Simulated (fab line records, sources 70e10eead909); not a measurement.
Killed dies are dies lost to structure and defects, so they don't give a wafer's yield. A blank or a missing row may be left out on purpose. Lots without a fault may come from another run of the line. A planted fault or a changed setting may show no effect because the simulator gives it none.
Chamber matching | flow nand_harc | NHARC_A_WL_FILL_CMP_12 on cmp-02: 4 sister chambers
The step polishes, t overpolish 30 s, target thk 75 nm. 4 wafers are shown with their chamber, then 8 later ones without.

WAFERS WITH THEIR CHAMBER
wafer  | chamber | motor_current_A (A)
L078.2 | 0       | 12.9
L086.6 | 1       | 13.9
L085.6 | 3       | 11.3
L089.3 | 2       | 13.6

WAFERS WITHOUT THEIR CHAMBER
wafer  | motor_current_A (A)
L089.4 | 14.5
L089.6 | 14.3
L092.1 | 13.2
L092.3 | 13.4
L092.6 | 13.0
L095.2 | 12.6
L095.3 | 13.6
L095.6 | 11.2

WHICH CHAMBER EACH WENT THROUGH
wafer  | from the rows above          | in truth
L089.4 | can't be placed: 1 or 2      | 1
L089.6 | can't be placed: 1 or 2      | 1
L092.1 | can't be placed: 0 or 2 or 1 | 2
L092.3 | can't be placed: 2 or 0 or 1 | 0
L092.6 | can't be placed: 0 or 2      | 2
L095.2 | 0                            | 0
L095.3 | can't be placed: 2 or 1      | 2
L095.6 | 3                            | 3
Placed correctly: 2 of 8. Can't be placed from these rows: 6 (the true chamber is among the candidates in 6). Placed wrongly: 0.
How it was worked out, from the rows above alone: a wafer's distance from a chamber is the root of the sum, over the readings, of the square of ((its reading less the chamber's mean) divided by the reading's scatter). The wafer belongs to the nearest chamber; if the next one is less than 2 further off, it can't be placed. A chamber's mean is the mean of its shown wafers. The scatter: with one shown wafer a chamber, the root of the mean of the squares of how far each hidden wafer lies from its nearest shown one.
